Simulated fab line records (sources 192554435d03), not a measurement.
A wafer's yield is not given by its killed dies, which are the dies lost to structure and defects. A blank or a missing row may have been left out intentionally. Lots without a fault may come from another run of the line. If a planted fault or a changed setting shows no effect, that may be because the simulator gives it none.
Which of the tools did it? | flow n5-finfet | 11 lots, 33 wafers sampled, at 5 steps of a route of 1938

## WHAT THE GAUGES SHOWED, per wafer
N5_FIN_CUT_CD_MEAS_08: the cd target is 29.1 nm.
lot  | measured    | on        | cd-nm (nm)
L075 | day 2 09:38 | cd-sem-03 | 29.50 29.60 29.38
L077 | day 2 21:34 | cd-sem-03 | 29.33 29.14 28.64
L079 | day 3 09:29 | cd-sem-02 | 29.41 29.35 29.31
L081 | day 3 22:02 | cd-sem-01 | 29.36 29.27 29.00
L083 | day 4 09:11 | cd-sem-03 | 28.54 28.88 29.09
L085 | day 4 23:20 | cd-sem-01 | 29.64 29.38 29.85
L087 | day 5 09:32 | cd-sem-02 | 29.24 29.75 29.33
L089 | day 5 20:39 | cd-sem-01 | 29.09 29.20 29.23
L092 | day 6 14:35 | cd-sem-03 | 29.78 29.78 29.13
L094 | day 7 04:17 | cd-sem-02 | 28.99 29.07 29.23
L096 | day 7 15:05 | cd-sem-02 | 29.24 29.57 28.94

## WHAT TOOL EACH LOT RAN ON (gives the tool, then ch and the chambers of the sampled wafers, and finally the start)
lot  | N5_FIN_SAQP_ALD_61               | N5_FIN_SAQP_ETCH_52               | N5_FIN_SAQP_STRIP_55              | N5_FIN_SAQP_MANDREL_ETCH_58
L075 | ald-sin-02 ch 0,1,3, day 2 03:01 | rie-diel-04 ch 1,2, day 2 04:28   | rie-diel-04 ch 1,2, day 2 04:45   | rie-si-01 ch 0,2,3, day 2 07:05
L077 | ald-sin-02 ch 0,3, day 2 14:30   | rie-diel-04 ch 0,1, day 2 15:46   | rie-diel-04 ch 1,3, day 2 16:03   | rie-si-04 ch 0,2,3, day 2 18:33
L079 | ald-sin-01 ch 1,2,3, day 3 03:22 | rie-diel-06 ch 1,2,3, day 3 04:53 | rie-diel-06 ch 1,2,3, day 3 05:11 | rie-si-06 ch 1,2,3, day 3 07:14
L081 | ald-sin-04 ch 0,1, day 3 16:01   | rie-diel-04 ch 0,2, day 3 17:17   | rie-diel-04 ch 0,1, day 3 17:34   | rie-si-06 ch 2,3, day 3 19:37
L083 | ald-sin-02 ch 0,2,3, day 4 03:02 | rie-diel-05 ch 0,1,3, day 4 04:26 | rie-diel-04 ch 0,1, day 4 04:43   | rie-si-01 ch 0,2,3, day 4 06:32
L085 | ald-sin-04 ch 0,1, day 4 15:37   | rie-diel-05 ch 0,1,2, day 4 17:09 | rie-diel-04 ch 1,3, day 4 17:35   | rie-si-06 ch 2,3, day 4 20:02
L087 | ald-sin-02 ch 0,2,3, day 5 03:31 | rie-diel-06 ch 1,2, day 5 04:47   | rie-diel-06 ch 1,3, day 5 05:04   | rie-si-04 ch 0,2, day 5 06:56
L089 | ald-sin-01 ch 0,2,3, day 5 14:35 | rie-diel-06 ch 2,3, day 5 15:59   | rie-diel-05 ch 0,2,3, day 5 16:31 | rie-si-01 ch 0,1,2, day 5 18:25
L092 | ald-sin-02 ch 0,2,3, day 6 08:32 | rie-diel-04 ch 0,1,2, day 6 09:55 | rie-diel-04 ch 1,2,3, day 6 10:12 | rie-si-01 ch 0,1,3, day 6 12:11
L094 | ald-sin-04 ch 0,1,2, day 6 21:59 | rie-diel-06 ch 1,2,3, day 6 23:29 | rie-diel-06 ch 0,1,3, day 6 23:46 | rie-si-04 ch 2,3, day 7 01:53
L096 | ald-sin-04 ch 1,2,3, day 7 08:15 | rie-diel-06 ch 0,1,3, day 7 09:38 | rie-diel-05 ch 0,1,2, day 7 09:55 | rie-si-04 ch 0,2,3, day 7 11:44
- N5_FIN_SAQP_ALD_61: deposits SiO2, target thk 4 nm, pulse time 1 s, purge time 2 s.
- N5_FIN_SAQP_ETCH_52: etches SOC in N2/H2, target depth 100 nm, overetch 20 nm, time 150 s.
- N5_FIN_SAQP_STRIP_55: strips in N2/H2.
- N5_FIN_SAQP_MANDREL_ETCH_58: etches a-Si in HBr/Cl2, stops on SiNx, target depth 45 nm, bt time 10 s, time 27 s.

## THE ANSWER, worked out from the rows above alone
Rule: what is usual is taken from the lots themselves. Put in order of their means at a reading, lots are off if they are a third of the lots or fewer, leave a main group of 4 or more, and stand apart from it by a gap of 3 or more times the standard deviation of the main group's means; of several such gaps the widest counts. The tables above print the reading to a certain number of digits; a main group whose means all agree to those digits is not used. A lot without any number at a reading at which 4 lots or more have one is off too. The other lots that the step has rows for count as sound.
No lot is off on any of the readings shown, so nothing can be concluded from this.

## WHAT WAS PUT IN BY THE SIMULATOR
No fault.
